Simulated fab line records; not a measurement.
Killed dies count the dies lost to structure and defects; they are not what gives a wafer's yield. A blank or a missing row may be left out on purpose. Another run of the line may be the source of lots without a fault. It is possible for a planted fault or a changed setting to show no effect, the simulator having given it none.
Which tool is to blame? / flow nand-harc / 18 wafers from 6 lots sampled at 3 of the route's 1302 steps

== WHAT EACH GAUGE READ, for each wafer ==
NHARC_P_M2_CD_MEAS_09: the cd target is 170 nm.
lot=L781; measured=day 6 22:22; on=cd-sem-03; cd-nm (nm)=170.1 169.5 169.7
lot=L783; measured=day 7 14:29; on=cd-sem-01; cd-nm (nm)=170.5 170.4 169.4
lot=L786; measured=day 8 19:51; on=cd-sem-03; cd-nm (nm)=171.0 169.6 171.2
lot=L788; measured=day 9 22:11; on=cd-sem-02; cd-nm (nm)=171.6 171.8 171.1
lot=L791; measured=day 11 00:58; on=cd-sem-01; cd-nm (nm)=169.1 170.0 169.7
lot=L801; measured=day 14 23:25; on=cd-sem-03; cd-nm (nm)=171.9 172.7 169.7

== WHAT TOOL EACH LOT RAN ON (gives the tool, then ch and the chambers of the sampled wafers, and finally the start) ==
lot=L781; NHARC_P_M1_PVD_21=pvd-sputter-02, day 6 22:14 or earlier; NHARC_P_M2_EXPOSE_06=arfi-scanner-03 ch 0, day 6 22:14
lot=L783; NHARC_P_M1_PVD_21=pvd-sputter-01, day 7 14:21 or earlier; NHARC_P_M2_EXPOSE_06=arfi-scanner-01 ch 0, day 7 14:21
lot=L786; NHARC_P_M1_PVD_21=pvd-sputter-01, day 8 19:43 or earlier; NHARC_P_M2_EXPOSE_06=arfi-scanner-02 ch 0, day 8 19:43
lot=L788; NHARC_P_M1_PVD_21=pvd-sputter-01, day 9 22:02 or earlier; NHARC_P_M2_EXPOSE_06=arfi-scanner-02 ch 0, day 9 22:02
lot=L791; NHARC_P_M1_PVD_21=pvd-sputter-02, day 11 00:49 or earlier; NHARC_P_M2_EXPOSE_06=arfi-scanner-02 ch 0, day 11 00:49
lot=L801; NHARC_P_M1_PVD_21=pvd-sputter-03, day 14 23:17 or earlier; NHARC_P_M2_EXPOSE_06=arfi-scanner-01 ch 0, day 14 23:17
- NHARC_P_M1_PVD_21: deposits Cu, target thk 30 nm, time 20.49 s.
- NHARC_P_M2_EXPOSE_06: exposes mask P M2, target cd 170 nm.

== THE ANSWER, worked out from the rows above alone ==
Rule: the usual values come from the lots themselves. The widest of any qualifying gaps counts: lots, ordered by their means at a reading, are off when they make up no more than a third of the lots, leave a main group of 4 or more, and stand apart from it by 3 or more times the standard deviation of that group's means. A main group is skipped when, at the precision printed for the reading in the tables above, its means are all equal. Also off: a lot with no number at a reading for which 4 or more lots have one. Where the step has rows for the other lots, those lots are counted as sound.
No lot is off at any reading shown: from this, nothing can be told.

== WHAT HAD BEEN PUT IN BY THE SIMULATOR ==
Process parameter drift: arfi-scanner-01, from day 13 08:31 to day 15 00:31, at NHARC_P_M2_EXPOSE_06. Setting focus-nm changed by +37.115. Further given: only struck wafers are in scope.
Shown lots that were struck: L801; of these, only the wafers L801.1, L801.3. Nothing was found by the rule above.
